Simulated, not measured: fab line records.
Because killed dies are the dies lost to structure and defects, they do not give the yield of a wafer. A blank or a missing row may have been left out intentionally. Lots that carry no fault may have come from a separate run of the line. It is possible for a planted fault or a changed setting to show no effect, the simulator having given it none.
A single fault, viewed from 2 desks	flow n5 finfet	numbers are kept per desk, each desk with only its own; the story behind them comes last

== THE METROLOGY DESK ==
Lot by lot, what the gauges showed, no matter which tool ran the lot: averages of those sampled wafers that carry a number. If a lot's mean is further than 4 standard deviations from the usual mean, the lot is out of limits and carries the mark OUT (the distance appears in the brackets).
Columns: A = M10_RS at N5_BEOL_M10_RS_MEAS_57, usual 0.1515 ohm/sq
lot	first seen here	A
L170	day 11 15:31	0.1518
L168	day 11 17:56	0.1530
L169	day 12 06:49	0.1508
L173	day 13 16:58	0.1544
L174	day 15 20:40	0.1507
L179	day 16 02:05	0.1519
L178	day 16 03:47	0.1502
L181	day 16 07:57	0.1514
L188	day 17 20:17	0.1543
L187	day 18 13:32	0.1527
This desk found nothing out of limits on any of the 10 lots.

== FOR THE TOOL OWNER'S DESK: litho track-02 ==
The tool's own readings at N5_BEOL_M11_COAT_59 (time 60 s, resist thk 100 nm): means of the sampled wafers that have a number, for each lot that ran on this tool. If a lot's mean is further than 4 standard deviations from the usual mean, the lot is out of limits and carries the mark OUT (the distance appears in the brackets).
Columns: A = heater power total W at N5_BEOL_M11_COAT_59, usual 500.7 W; B = spin speed rpm at N5_BEOL_M11_COAT_59, usual 1499.9 rpm
lot	first seen here	A	B
L170	day 11 16:41	501.9	1500.3
L168	day 11 18:58	498.4	1499.9
L169	day 12 09:29	501.5	1500.4
L173	day 13 19:43	498.6	1499.6
L179	day 16 03:30	500.5	1753.6 (+99 or more) OUT
L178	day 16 06:05	501.2	1751.7 (+99 or more) OUT
This desk finds L178, L179 out of limits, L179 being first, at day 16 03:30 (spin speed rpm at N5_BEOL_M11_COAT_59). In limits: L170, L168, L169, L173.

== ALL TOGETHER ==
At day 16 03:30, on L178, L179, the tool owner's desk was in a position to raise an alarm.
From the metrology desk's view, nothing was out of limits.
The metrology desk holds a record of L178, L179, inside its limits.
Every lot named ran N5_BEOL_M11_COAT_59 on litho track-02.

== WHAT THE SIMULATOR HAD INSERTED ==
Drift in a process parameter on litho track-02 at N5_BEOL_M11_COAT_59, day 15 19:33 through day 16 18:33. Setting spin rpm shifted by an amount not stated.
Lots struck among those shown: L178, L179.
Hours from the fault's start to each desk's first reading out of limits: the tool owner's desk, 8.
